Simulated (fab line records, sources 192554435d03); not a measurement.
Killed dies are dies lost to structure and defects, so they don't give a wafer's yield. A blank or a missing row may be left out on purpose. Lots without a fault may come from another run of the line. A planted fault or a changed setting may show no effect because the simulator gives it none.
fab line records | flow n5_finfet | part 1 of 2: steps 1 to 27 of 33
record lots=5 wafers=15 last_day=17
route steps=1938 shown BEOL_M7@1321 BEOL_M8@1332
lots that met no fault: from a run of the same line without faults
start_h: hours from the record's first day to the start of the lot's first wafer shown | wait_h: hours since the lot's step before | " the same as in the row above | L1.1+2: a row that stands for several wafers | - no value, or no start given | * or withheld: withheld | < > ~ a bound
route shown NAME@n: a module of which the file shows steps, and the number in the route of the first | usual: mean/standard deviation of fault-free wafers | same: alike in all rows | chamber/n: place in a boat | sites: the reading at each site | _std_site: their standard deviation | _edge_site: outer sites' mean less inner sites' | radius_mm: how far each site lies from the wafer's centre | mask NAME#n: copy n | behind: the tool/chamber that last shaped the wafer | hold: why the lot was held/for how many hours/how that ended | device: the transistor (n, p or np) that didn't switch | end of line: the same wafers' tests at the end of the route | a step without rows: its recipe alone | killed: dies lost to structure and defects at the first sort, not the wafer's yield | map: a wafer's dies, x killed, . not, _ none there
set.NAME: the setting as run; set.NAME@STEP: as run at that earlier step | model.NAME: the simulator's own value behind a step, which no gauge read
lots at some steps of the route; a table a step, a row a wafer
services: from which hour (start_h, from the record's first day; less than 0 if before it) a tool's chamber was out of use, for how many hours, and why
## steps
# step N5_BEOL_M7_SURFACE_TREAT_79
# recipe gas=Ar time_s=* ion_energy_ev=* ion_current_ma_cm2=0.5 pressure_mtorr=* ar_flow_sccm=30
# usual throttle_valve_pct=*
# columns lot.wafer tool chamber start_h wait_h throttle_valve_pct
L079.3 pvd_sputter-01 - 231.25 0.4 *
L079.4 " - " " *
L079.5 " - " " *
L078.1 pvd_sputter-03 - 244.05 0.2 *
L078.3 " - " " *
L078.6 " - " " *
L080.2 pvd_sputter-03 - 263.28 0.3 *
L080.4 " - " " *
L080.5 " - " " *
L087.1 pvd_sputter-03 - 301.36 0.3 *
L087.2 " - " " *
L087.4 " - " " *
L093.2 pvd_sputter-02 - 329.61 1.1 *
L093.3 " - " " *
L093.6 " - " " *
# step N5_BEOL_M7_CVD_78
# recipe material=Co target_thk_a=20 temp_c=withheld precursor=CCTBA/H2 pressure_torr=30 time_s=142.3
# columns lot.wafer tool chamber start_h wait_h
L079.3+4+5 cvd_co-01 0,0,2 231.40 0.1
L078.1+3+6 cvd_co-01 2,1,1 244.13 0.1
L080.2+4+5 cvd_co-01 2,0,1 263.44 0.1
L087.1+2+4 cvd_co-02 0,2,0 301.65 0.3
L093.2+3+6 cvd_co-01 1,1,2 329.67 0.0
# step N5_BEOL_M7_SPUTTER_48
# recipe material=Cu target_thk_a=100 temp_c=-20 bias_v=60 power_w=26000 chamber_pressure_pa=0.13 time_s=1.667
# usual throttle_valve_pct=30.2/1
# columns lot.wafer tool chamber start_h wait_h throttle_valve_pct
L079.3 pvd_sputter-03 - 231.84 0.4 30.9
L079.4 " - " " 29.5
L079.5 " - " " 30.5
L078.1 pvd_sputter-03 - 244.29 0.1 30.1
L078.3 " - " " 29.2
L078.6 " - " " 29.5
L080.2 pvd_sputter-03 - 263.64 0.2 30.2
L080.4 " - " " 29.3
L080.5 " - " " 29.4
L087.1 pvd_sputter-03 - 302.00 0.3 29.5
L087.2 " - " " 31.3
L087.4 " - " " 31.0
L093.2 pvd_sputter-02 - 329.91 0.2 28.4
L093.3 " - " " 29.3
L093.6 " - " " 28.4
# step N5_BEOL_M7_ECD_50
# recipe material=Cu target_thk_a=3000
# columns lot.wafer tool chamber start_h wait_h
L079.3+4+5 ecd_cu-02 1,0,0 231.98 0.1
L078.1+3+6 ecd_cu-02 0,0,1 244.41 0.1
L080.2+4+5 ecd_cu-02 1,1,0 263.79 0.1
L087.1+2+4 ecd_cu-02 0,1,0 302.12 0.1
L093.2+3+6 ecd_cu-01 0,1,1 330.04 0.1
# step N5_BEOL_M7_ANNEAL_51
# recipe temp_c=225 time_s=90 ambient=N2
# usual anneal_temp_c=225.02/0.16 wafer_temp_C_max=226.0/0.34
# columns lot.wafer tool chamber start_h wait_h anneal_temp_c wafer_temp_C_max
L079.3 rtp_anneal-02 0 232.14 0.1 225.06 226.0
L079.4 " 0 " " 225.03 226.3
L079.5 " 0 " " 225.03 226.0
L078.1 rtp_anneal-01 0 244.50 0.1 224.79 225.8
L078.3 " 0 " " 224.97 226.0
L078.6 " 0 " " 224.82 225.6
L080.2 rtp_anneal-01 0 265.47 1.7 225.32 226.1
L080.4 " 0 " " 224.96 226.0
L080.5 " 0 " " 225.13 226.0
L087.1 rtp_anneal-02 0 302.21 0.1 225.21 225.9
L087.2 " 0 " " 225.05 226.0
L087.4 " 0 " " 225.11 226.5
L093.2 rtp_anneal-01 0 330.24 0.2 225.42 225.5
L093.3 " 0 " " 225.04 226.1
L093.6 " 0 " " 225.03 225.6
# step N5_BEOL_M7_CMP_52
# recipe stop_on=SiCOH_lowk t_overpolish_s=6.9 down_force_psi=1 platen_rpm=50 clearing_platen_down_force_psi=1.5 clearing_platen_rpm=50 post_cmp_clean=cu_alkaline target_thk_nm=80 clearing_platen_pad_velocity_m_s=0.99484 pad_velocity_m_s=0.99484
# usual barrier_field_endpoint_s=28.8/0.7 motor_current_A=6.1/0.44 overpolish_run_s=6.900/0.0094 slurry_flow_ml_min=150.0/0.54 time_to_endpoint_s=62.0/2.6
# columns lot.wafer tool chamber start_h wait_h barrier_field_endpoint_s motor_current_A overpolish_run_s slurry_flow_ml_min time_to_endpoint_s
L079.3 cmp-04 0 232.54 0.4 29.2 7.0 6.892 150.0 64.6
L079.4 " 2 " " 29.8 6.1 6.893 149.5 69.2
L079.5 " 1 " " 29.0 5.8 6.891 150.0 60.9
L078.3 cmp-02 3 244.87 0.2 28.8 5.5 6.901 149.2 61.9
L078.1 " 0 " " 28.8 5.7 6.895 149.0 62.3
L078.6 " 2 " " 29.0 6.7 6.923 150.1 59.1
L080.4 cmp-02 2 265.74 0.1 29.4 6.6 6.915 150.7 63.4
L080.2 " 3 " " 29.4 5.6 6.909 150.0 63.1
L080.5 " 2 " " 29.0 6.1 6.900 150.7 58.0
L087.1 cmp-04 2 302.51 0.3 28.9 6.0 6.912 150.4 61.9
L087.4 " 3 " " 29.4 5.8 6.900 150.3 61.1
L087.2 " 1 " " 27.8 5.8 6.905 149.2 54.5
L093.2 cmp-04 2 330.49 0.2 29.8 6.1 6.906 149.9 66.5
L093.3 " 0 " " 29.9 7.2 6.888 150.2 65.5
L093.6 " 3 " " 30.4 5.9 6.907 149.9 65.0
# step N5_BEOL_M7_THK_MEAS_53
# recipe thk_meas_gauge=xrf reads=Cu_of_BEOL_M7_ECD_50
# usual M7_THK=79.3/2.3
# columns lot.wafer tool chamber start_h wait_h M7_THK[nm]
L079.3 film_metro-01 - 232.83 - 80.6
L079.4 " - " " 81.2
L079.5 " - " " 73.1
L078.1 film_metro-02 - 245.09 - 79.7
L078.3 " - " " 82.0
L078.6 " - " " 79.4
L080.2 film_metro-02 - 266.04 - 75.9
L080.4 " - " " 80.1
L080.5 " - " " 76.4
L087.1 film_metro-01 - 302.81 - 76.1
L087.2 " - " " 78.6
L087.4 " - " " 77.3
L093.2 film_metro-01 - 330.79 - 79.0
L093.3 " - " " 82.4
L093.6 " - " " 78.6
# step N5_BEOL_M7_PRE_CLEAN_55
# recipe gas=NH3 time_s=15 temp_c=withheld rf_power_w=300
# columns lot.wafer tool chamber start_h wait_h
L079.3+4+5 pecvd-01 2,1,2 232.87 0.0
L078.1+3+6 pecvd-01 1,0,0 245.13 0.0
L080.2+4+5 pecvd-03 0,2,0 266.07 0.0
L087.1+2+4 pecvd-04 1,0,1 302.84 0.0
L093.2+3+6 pecvd-01 0,1,0 330.82 0.0
# step N5_BEOL_M7_DEP_56
# recipe material=SiCN target_thk_a=100 temp_c=withheld precursor=3MS/NH3 pressure_torr=3 rf_w=202 time_s=17.5
# usual showerhead_plenum_p_Torr=3.667/0.012 throttle_valve_pct=9.1/0.31
# columns lot.wafer tool chamber start_h wait_h showerhead_plenum_p_Torr throttle_valve_pct
L079.3 pecvd-01 2 232.89 0.0 3.678 8.7
L079.4 " 1 " " 3.661 8.9
L079.5 " 2 " " 3.669 8.8
L078.1 pecvd-01 1 245.15 0.0 3.651 9.5
L078.3 " 0 " " 3.668 8.9
L078.6 " 0 " " 3.663 9.3
L080.2 pecvd-03 0 266.10 0.0 3.670 9.0
L080.4 " 2 " " 3.653 8.6
L080.5 " 0 " " 3.671 8.9
L087.1 pecvd-04 1 302.87 0.0 3.653 10.0
L087.2 " 0 " " 3.686 9.2
L087.4 " 1 " " 3.643 9.9
L093.2 pecvd-01 0 330.86 0.0 3.656 9.3
L093.3 " 1 " " 3.659 9.1
L093.6 " 0 " " 3.661 9.0
# step N5_BEOL_M7_RS_MEAS_57
# recipe thk_meas_gauge=four-point-probe reads=Cu_of_BEOL_M7_ECD_50+Co_of_BEOL_M7_CVD_78+TaN_of_BEOL_M7_ALD_77
# usual M7_RS=0.288/0.0096
# columns lot.wafer tool chamber start_h wait_h M7_RS[ohm/sq]
L079.3 film_metro-01 - 232.96 0.1 0.279
L079.4 " - " " 0.276
L079.5 " - " " 0.310
L078.1 film_metro-01 - 245.22 0.1 0.289
L078.3 " - " " 0.278
L078.6 " - " " 0.290
L080.2 film_metro-01 - 266.17 0.1 0.307
L080.4 " - " " 0.288
L080.5 " - " " 0.304
L087.1 film_metro-01 - 302.94 0.1 0.301
L087.2 " - " " 0.289
L087.4 " - " " 0.296
L093.2 film_metro-02 - 330.95 0.1 0.291
L093.3 " - " " 0.275
L093.6 " - " " 0.293
# step N5_BEOL_M7_INSPECT_58
# recipe inspect_instrument=darkfield mode=post_dep
# usual raw_defect_count=67/22
# columns lot.wafer tool chamber start_h wait_h raw_defect_count
L079.3 defect_inspect-02 - 232.99 0.0 29
L079.4 " - " " 41
L079.5 " - " " 33
L078.1 defect_inspect-02 - 245.25 0.0 84
L078.3 " - " " 56
L078.6 " - " " 82
L080.2 defect_inspect-02 - 266.19 0.0 35
L080.4 " - " " 41
L080.5 " - " " 66
L087.1 defect_inspect-01 - 302.96 0.0 64
L087.2 " - " " 67
L087.4 " - " " 63
L093.2 defect_inspect-01 - 330.97 0.0 74
L093.3 " - " " 57
L093.6 " - " " 39
# step N5_BEOL_M8_ILD_DEP_00
# recipe material=SiCOH_lowk target_thk_a=1797.5 temp_c=300 precursor=DEMS/porogen pressure_torr=5 rf_w=500 time_s=33.4
# usual heater_power_w=330/58 showerhead_plenum_p_Torr=5.743/0.011 throttle_valve_pct=13.8/0.37
# columns lot.wafer tool chamber start_h wait_h heater_power_w showerhead_plenum_p_Torr throttle_valve_pct
L079.3 pecvd-03 0 233.05 0.1 353 5.732 13.8
L079.4 " 1 " " 385 5.748 14.2
L079.5 " 0 " " 356 5.739 13.7
L078.1 pecvd-03 2 245.29 0.0 294 5.721 13.5
L078.3 " 0 " " 285 5.745 13.5
L078.6 " 1 " " 381 5.757 14.3
L080.2 pecvd-02 1 266.23 0.0 236 5.724 14.3
L080.4 " 2 " " 304 5.734 13.4
L080.5 " 0 " " 319 5.750 13.5
L087.1 pecvd-03 0 303.00 0.0 303 5.749 13.6
L087.2 " 1 " " 418 5.754 14.4
L087.4 " 1 " " 434 5.745 14.3
L093.2 pecvd-03 1 331.01 0.0 432 5.755 14.4
L093.3 " 0 " " 322 5.740 13.7
L093.6 " 0 " " 331 5.734 13.9
# step N5_BEOL_M8_CURE_74
# recipe temp_c=385 time_s=240 ambient=He/Ar material=SiCOH_lowk
# usual lamp_power_pct=52.30/0.059 wafer_temp_C_max=386.7/0.61
# columns lot.wafer tool chamber start_h wait_h lamp_power_pct wafer_temp_C_max
L079.3 uv_cure-02 2 233.27 0.2 52.38 386.1
L079.4 " 2 " " 52.35 386.0
L079.5 " 2 " " 52.28 386.1
L078.1 uv_cure-01 2 245.35 0.0 52.28 388.0
L078.3 " 2 " " 52.35 386.5
L078.6 " 2 " " 52.32 387.5
L080.2 uv_cure-02 1 266.37 0.1 52.36 385.5
L080.4 " 1 " " 52.35 386.3
L080.5 " 1 " " 52.30 386.0
L087.1 uv_cure-01 1 303.07 0.0 52.21 386.9
L087.2 " 1 " " 52.35 386.5
L087.4 " 1 " " 52.30 386.3
L093.2 uv_cure-01 1 331.15 0.1 52.31 386.2
L093.3 " 1 " " 52.40 386.2
L093.6 " 1 " " 52.22 386.1
# step N5_BEOL_M8_THK_MEAS_01
# recipe reads=SiCOH_lowk_of_BEOL_M8_ILD_DEP_00
# usual M8_ILD_THK=154.9/2.1
# columns lot.wafer tool chamber start_h wait_h M8_ILD_THK[nm]
L079.3 film_metro-01 - 233.63 0.3 154.5
L079.4 " - " " 152.6
L079.5 " - " " 154.4
L078.1 film_metro-01 - 246.34 0.8 156.5
L078.3 " - " " 154.1
L078.6 " - " " 155.3
L080.2 film_metro-02 - 266.81 0.4 154.9
L080.4 " - " " 156.0
L080.5 " - " " 155.5
L087.1 film_metro-01 - 303.58 0.4 152.2
L087.2 " - " " 152.6
L087.4 " - " " 151.5
L093.2 film_metro-02 - 331.59 0.4 152.4
L093.3 " - " " 154.0
L093.6 " - " " 156.7
# step N5_BEOL_M8_PECVD_70
# recipe material=SiO2 target_thk_a=200 temp_c=400 precursor=TEOS/O2 pressure_torr=5.5 rf_w=450 teos_flow_sccm=53.8 gas=O2 flow_sccm=3000 time_s=22.7
# usual heater_power_w=738/110 showerhead_plenum_p_Torr=8.79/0.03 throttle_valve_pct=22.2/0.58
# columns lot.wafer tool chamber start_h wait_h heater_power_w showerhead_plenum_p_Torr throttle_valve_pct
L079.3 pecvd-01 1 233.66 0.0 640 8.76 22.8
L079.4 " 0 " " 832 8.79 22.2
L079.5 " 1 " " 659 8.74 22.8
L078.1 pecvd-02 1 246.38 0.0 505 8.76 22.8
L078.3 " 2 " " 756 8.78 21.2
L078.6 " 2 " " 739 8.77 21.2
L080.2 pecvd-02 1 266.84 0.0 613 8.75 22.8
L080.4 " 2 " " 793 8.79 21.4
L080.5 " 1 " " 619 8.75 22.9
L087.1 pecvd-01 0 303.62 0.0 789 8.76 21.9
L087.2 " 2 " " 768 8.81 21.5
L087.4 " 0 " " 806 8.77 22.4
L093.2 pecvd-02 2 331.62 0.0 727 8.78 21.4
L093.3 " 2 " " 718 8.78 21.7
L093.6 " 2 " " 713 8.79 21.5
# step N5_BEOL_M8_HM_DEP_02
# recipe material=TiN target_thk_a=200 temp_c=25 chamber_pressure_pa=0.49996
# usual throttle_valve_pct=30.1/1
# columns lot.wafer tool chamber start_h wait_h throttle_valve_pct
L079.3 pvd_sputter-02 - 233.82 0.1 29.4
L079.4 " - " " 29.7
L079.5 " - " " 29.5
L078.1 pvd_sputter-02 - 247.65 1.3 29.6
L078.3 " - " " 29.7
L078.6 " - " " 29.4
L080.2 pvd_sputter-02 - 267.61 0.7 29.9
L080.4 " - " " 29.3
L080.5 " - " " 28.2
L087.1 pvd_sputter-03 - 303.86 0.2 29.4
L087.2 " - " " 31.1
L087.4 " - " " 31.4
L093.2 pvd_sputter-01 - 331.97 0.3 31.4
L093.3 " - " " 31.6
L093.6 " - " " 29.4
# step N5_BEOL_M8_COAT_59
# recipe resist=SOC temp_c=250 time_s=60 spin_rpm=1500 resist_thk_nm=100
# columns lot.wafer tool chamber start_h wait_h
L079.3+4+5 litho_track-01 0 233.94 0.1
L078.1+3+6 litho_track-01 0 247.78 0.1
L080.2+4+5 litho_track-02 0 267.73 0.1
L087.1+2+4 litho_track-01 0 303.99 0.1
L093.2+3+6 litho_track-02 0 332.10 0.1
# step N5_BEOL_M8_COAT_60
# recipe resist=SiARC temp_c=220 time_s=60 spin_rpm=1500 resist_thk_nm=35
# columns lot.wafer tool chamber start_h wait_h
L079.3+4+5 litho_track-01 0 - -
L078.1+3+6 litho_track-01 0 - -
L080.2+4+5 litho_track-02 0 - -
L087.1+2+4 litho_track-01 0 - -
L093.2+3+6 litho_track-02 0 - -
# step N5_BEOL_M8_COAT_05
# recipe resist=CAR-ArF spin_rpm=1500 resist_thk_nm=90
# columns lot.wafer tool chamber start_h wait_h
L079.3+4+5 litho_track-01 0 - -
L078.1+3+6 litho_track-01 0 - -
L080.2+4+5 litho_track-02 0 - -
L087.1+2+4 litho_track-01 0 - -
L093.2+3+6 litho_track-02 0 - -
# step N5_BEOL_M8_EBR_07
# recipe solvent=PGMEA ebr_width_mm=1.5
# columns lot.wafer tool chamber start_h wait_h
L079.3+4+5 litho_track-01 0 - -
L078.1+3+6 litho_track-01 0 - -
L080.2+4+5 litho_track-02 0 - -
L087.1+2+4 litho_track-01 0 - -
L093.2+3+6 litho_track-02 0 - -
# step N5_BEOL_M8_SOFTBAKE_06
# recipe temp_c=110 time_s=60 resist=CAR-ArF
# columns lot.wafer tool chamber start_h wait_h
L079.3+4+5 litho_track-01 0 - -
L078.1+3+6 litho_track-01 0 - -
L080.2+4+5 litho_track-02 0 - -
L087.1+2+4 litho_track-01 0 - -
L093.2+3+6 litho_track-02 0 - -
# step N5_BEOL_M8_EXPOSE_08
# recipe mask_id=M8 na=1.35 source_shape=dipole sigma_inner=0.817 sigma_outer=0.97 polarization=te dose_mj=68.25
# same na=1.35
# columns lot.wafer tool chamber start_h wait_h mask
L079.3+4+5 arfi_scanner-02 0 234.20 - M8#0
L078.1+3+6 arfi_scanner-01 0 248.02 - M8#0
L080.2+4+5 arfi_scanner-03 0 267.98 - M8#0
L087.1+2+4 arfi_scanner-03 0 304.23 - M8#0
L093.2+3+6 arfi_scanner-01 0 332.35 - M8#0
# step N5_BEOL_M8_PEB_09
# recipe peb_temp_c=withheld peb_time_s=60 resist=CAR-ArF
# columns lot.wafer tool chamber start_h wait_h
L079.3+4+5 litho_track-02 0 234.25 0.0
L078.1+3+6 litho_track-05 0 248.08 0.1
L080.2+4+5 litho_track-01 0 268.04 0.0
L087.1+2+4 litho_track-01 0 304.29 0.1
L093.2+3+6 litho_track-02 0 332.41 0.0
# step N5_BEOL_M8_DEVELOP_10
# recipe develop_time_s=30 developer=TMAH resist=CAR-ArF rinse_liquid=diw dry=air_spin dev_temp_c=23
# columns lot.wafer tool chamber start_h wait_h
L079.3+4+5 litho_track-02 0 - -
L078.1+3+6 litho_track-05 0 - -
L080.2+4+5 litho_track-01 0 - -
L087.1+2+4 litho_track-01 0 - -
L093.2+3+6 litho_track-02 0 - -
# step N5_BEOL_M8_CD_MEAS_11
# recipe target_cd_nm=38.5 landing_energy_ev=500 detector=se_inlens polarity=opening
# usual cd_nm=38.3/0.5
# columns lot.wafer tool chamber start_h wait_h cd_nm
L079.3 cd_sem-03 0 234.32 - 38.8
L079.4 " 0 " " 37.9
L079.5 " 0 " " 38.4
L078.1 cd_sem-03 0 248.15 - 38.6
L078.3 " 0 " " 39.2
L078.6 " 0 " " 38.4
L080.2 cd_sem-01 0 268.11 - 38.3
L080.4 " 0 " " 38.1
L080.5 " 0 " " 37.8
L087.1 cd_sem-02 0 304.36 - 38.1
L087.2 " 0 " " 37.5
L087.4 " 0 " " 39.0
L093.2 cd_sem-01 0 332.47 - 38.0
L093.3 " 0 " " 37.8
L093.6 " 0 " " 37.9
# step N5_BEOL_M8_OVL_MEAS_12
# recipe points_per_wafer=44
# usual M8_OVL=0.2/0.65
# columns lot.wafer tool chamber start_h wait_h M8_OVL[nm]
L079.3 overlay-01 0 234.35 0.0 -0.7
L079.4 " 0 " " -1.6
L079.5 " 0 " " -0.9
L078.1 overlay-01 0 248.18 0.0 0.4
L078.3 " 0 " " 0.3
L078.6 " 0 " " -0.1
L080.2 overlay-02 0 268.14 0.0 -0.9
L080.4 " 0 " " -0.9
L080.5 " 0 " " -0.8
L087.1 overlay-01 0 304.39 0.0 0.1
L087.2 " 0 " " 0.8
L087.4 " 0 " " 0.3
L093.2 overlay-01 0 332.50 0.0 0.5
L093.3 " 0 " " 0.3
L093.6 " 0 " " -0.5
# step N5_BEOL_M8_INSPECT_13
# recipe mode=adi inspect_instrument=brightfield
# usual raw_defect_count=389/90
# columns lot.wafer tool chamber start_h wait_h raw_defect_count
L079.3 defect_inspect-01 - 234.37 0.0 358
L079.4 " - " " 334
L079.5 " - " " 545
L078.1 defect_inspect-01 - 248.21 0.0 360
L078.3 " - " " 332
L078.6 " - " " 457
L080.2 defect_inspect-02 - 268.16 0.0 311
L080.4 " - " " 384
L080.5 " - " " 388
L087.1 defect_inspect-01 - 304.42 0.0 332
L087.2 " - " " 379
L087.4 " - " " 379
L093.2 defect_inspect-02 - 332.53 0.0 425
L093.3 " - " " 538
L093.6 " - " " 375
